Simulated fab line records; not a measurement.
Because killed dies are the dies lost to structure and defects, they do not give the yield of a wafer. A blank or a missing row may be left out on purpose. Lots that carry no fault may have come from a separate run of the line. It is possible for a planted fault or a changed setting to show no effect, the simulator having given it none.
A struck lot beside a sound one    flow n5Finfet    42 steps out of a route of 1938
Sound: the wafers L103.1, L103.4, L103.5. The struck wafers were L104.3, L104.4, L104.5. The cause is given at the end.
Each step with rows lists, per side, the tool, then ch with its chambers, then its first start. Under that, the readings that differ: sound wafers    struck wafers    difference of the means    sigmas: that difference in standard deviations of wafers without a fault.
alike: readings whose means differ by less than 2 such deviations, and words and numbers that are the same on both sides. not compared: withheld readings, readings that some wafer has no value for, bounds like >300 that may hide the same value, and numbers for which the record gives no deviation and whose values overlap.
The two part at a step that has a row with sigmas, a row that says differs or no value, or rows on one side only. Numbers that don't overlap but have no deviation are shown without sigmas and don't part them. Lack of a reading on every wafer of one side parts them only where that side has two or more wafers.

N5_BEOL_M4_SPUTTER_96: material Cu, target thk 4.5 nm, time 8.29 s.
  struck on pvdSputter-01, day 9 15:42; sound on pvdSputter-02, day 9 09:28
  alike: chuckSensorTempC, throttleValvePct
then, 1 step without rows for these wafers: N5_BEOL_M4_ECD_50 (material Cu, target thk 300 nm).
N5_BEOL_M4_ANNEAL_51: time 90 s.
  sound on rtpAnneal-01 ch 0, day 9 09:40; struck on rtpAnneal-01 ch 0, day 9 16:19
  alike: wafer_temp_C_max
then, 1 step without rows for these wafers: N5_BEOL_M4_CMP_52 (polishes, stops on SiOC, t overpolish 6.8 s, target thk 40 nm).
N5_BEOL_M4_THK_MEAS_53: measures by xrf.
  struck on filmMetro-01, day 9 16:49; sound on filmMetro-01, day 9 10:28
  alike: M4_THK
then, 4 steps without rows for these wafers: N5_BEOL_M4_PRE_CLEAN_60 (time 15 s); N5_BEOL_M4_CO_CAP_55 (material Co, precursor CCTBA/H2, target thk 2 nm, time 102.1 s); N5_BEOL_M4_PRE_CLEAN_56 (time 15 s); N5_BEOL_M4_DEP_57 (deposits SiCN from 3MS/NH3, target thk 8 nm, time 14 s).
N5_BEOL_M4_RS_MEAS_58: a four-point-probe measurement.
  struck on filmMetro-01, day 9 17:07; sound on filmMetro-01, day 9 10:44
  alike: M4_RS
N5_BEOL_M4_INSPECT_59: inspects for defects (darkfield).
  struck on defectInspect-01, day 9 17:08; sound on defectInspect-02, day 9 10:46
  alike: rawDefectCount
N5_BEOL_M4_RC_MEAS_101:
  sound on prober-02 ch 0, day 9 10:47; struck on prober-01 ch 0, day 9 17:28
  alike: DIBL_N, DIBL_P, IOFF_N, IOFF_P, ION_N, ION_P, SS_N, SS_P, VT_N, VT_P
N5_BEOL_M5_ILD_DEP_00: deposits SiCOH lowk from DEMS/porogen, target thk 140.64 nm, time 25.9 s.
  sound on pecvd-02 ch 0,1,2, day 9 11:44; struck on pecvd-02 ch 0,1, day 9 18:07
  no value came back on the struck wafers for any of 5 readings (chamberPressureTorr (Torr), heaterPowerOuterW (W) and others); on the sound wafers chamberPressureTorr (Torr) reads 4.994 4.999 4.997
N5_BEOL_M5_CURE_79: cures SiCOH lowk, time 240 s.
  sound on uvCure-03 ch 0, day 9 11:49; struck on uvCure-01 ch 2, day 9 18:20
  alike: lampPowerPct, wafer_temp_C_max
N5_BEOL_M5_PECVD_70: deposits SiO2 from TEOS/O2, target thk 16 nm, time 18 s.
  sound on pecvd-03 ch 0,2, day 9 12:22; struck on pecvd-03 ch 1,2, day 9 18:44
  alike: heaterPowerW, showerheadPlenumPTorr, throttleValvePct
then, 10 steps without rows for these wafers: N5_BEOL_M5_HM_DEP_02 (deposits TiN, target thk 20 nm); N5_BEOL_M5_COAT_59 (time 60 s, resist thk 60 nm); N5_BEOL_M5_COAT_60 (time 60 s, resist thk 12 nm); N5_BEOL_M5_COAT_71 (time 60 s, resist thk 5 nm); N5_BEOL_M5_COAT_05 (resist thk 30 nm); N5_BEOL_M5_EBR_07; N5_BEOL_M5_SOFTBAKE_06 (time 60 s); N5_BEOL_M5_EXPOSE_08 (exposes mask M5, target cd 28 nm); N5_BEOL_M5_PEB_09 (peb time 60 s); N5_BEOL_M5_DEVELOP_10 (develop time 30 s).
N5_BEOL_M5_CD_MEAS_11: the cd target is 27.74 nm.
  sound on cdSem-02 ch 0, day 9 13:24; struck on cdSem-02 ch 0, day 9 19:11
  alike: cdNm
N5_BEOL_M5_OVL_MEAS_12:
  sound on overlay-02 ch 0, day 9 13:26; struck on overlay-01 ch 0, day 9 19:13
  alike: M5_OVL
N5_BEOL_M5_INSPECT_13: inspects for defects (brightfield).
  struck on defectInspect-02, day 9 19:16; sound on defectInspect-02, day 9 13:29
reading         sound        struck       difference  sigmas
rawDefectCount  465 330 459  245 212 245  -184        -2
then, 3 steps without rows for these wafers: N5_BEOL_M5_DESCUM_16 (chemistry O2, time 7 s); N5_BEOL_M5_ETCH_72 (etches underlayer in N2/H2, target depth 6.5 nm, time 5.2 s); N5_BEOL_M5_ETCH_61 (etches SiARC in CF4, target depth 15.6 nm, time 26 s).
N5_BEOL_M5_ETCH_62: etches SOC in N2/H2, target depth 75 nm, overetch 15 nm, time 112.5 s.
  sound on rieDiel-05 ch 0,2,3, day 9 13:37; struck on rieDiel-06 ch 1,2, day 9 19:28
  alike: drypumpMotorCurrentA, oesProductAu, rfVppV, showerheadPlenumPTorr, tempC, throttleValvePct
  not compared: rfHoursCounterH
then, 5 steps without rows for these wafers: N5_BEOL_M5_STRIP_63 (strips in N2/H2); N5_BEOL_M5_STRIP_73 (strips in N2/H2); N5_BEOL_M5_STRIP_64 (strips in CF4); N5_BEOL_M5_HM_OPEN_17 (chemistry Cl2/BCl3, target TiN, target depth 20 nm, overetch 6 nm); N5_BEOL_M5_STRIP_19 (strips in O2).
N5_BEOL_M5_CD_MEAS_18: pitch 56 nm, target cd 28 nm.
  struck on cdSem-03, day 9 19:49; sound on cdSem-03, day 9 13:59
  alike: cdNm
then, 3 steps without rows for these wafers: N5_BEOL_M5_COAT_65 (time 60 s, resist thk 60 nm); N5_BEOL_M5_COAT_66 (time 60 s, resist thk 12 nm); N5_BEOL_M5_COAT_74 (time 60 s, resist thk 5 nm).
N5_BEOL_M5_OCD_MEAS_38:
  struck on ocd-02, day 9 20:51; sound on ocd-02, day 9 15:17
reading             sound           struck  difference                     sigmas
trenchDepthNm (nm)  70.2 72.1 72.8  - - -   no value on the struck wafers  

== WHERE THEY PART ==
At N5_BEOL_M5_ILD_DEP_00 first; at N5_BEOL_M5_OCD_MEAS_38 last (within this record only).

WHY: what the simulator had put in
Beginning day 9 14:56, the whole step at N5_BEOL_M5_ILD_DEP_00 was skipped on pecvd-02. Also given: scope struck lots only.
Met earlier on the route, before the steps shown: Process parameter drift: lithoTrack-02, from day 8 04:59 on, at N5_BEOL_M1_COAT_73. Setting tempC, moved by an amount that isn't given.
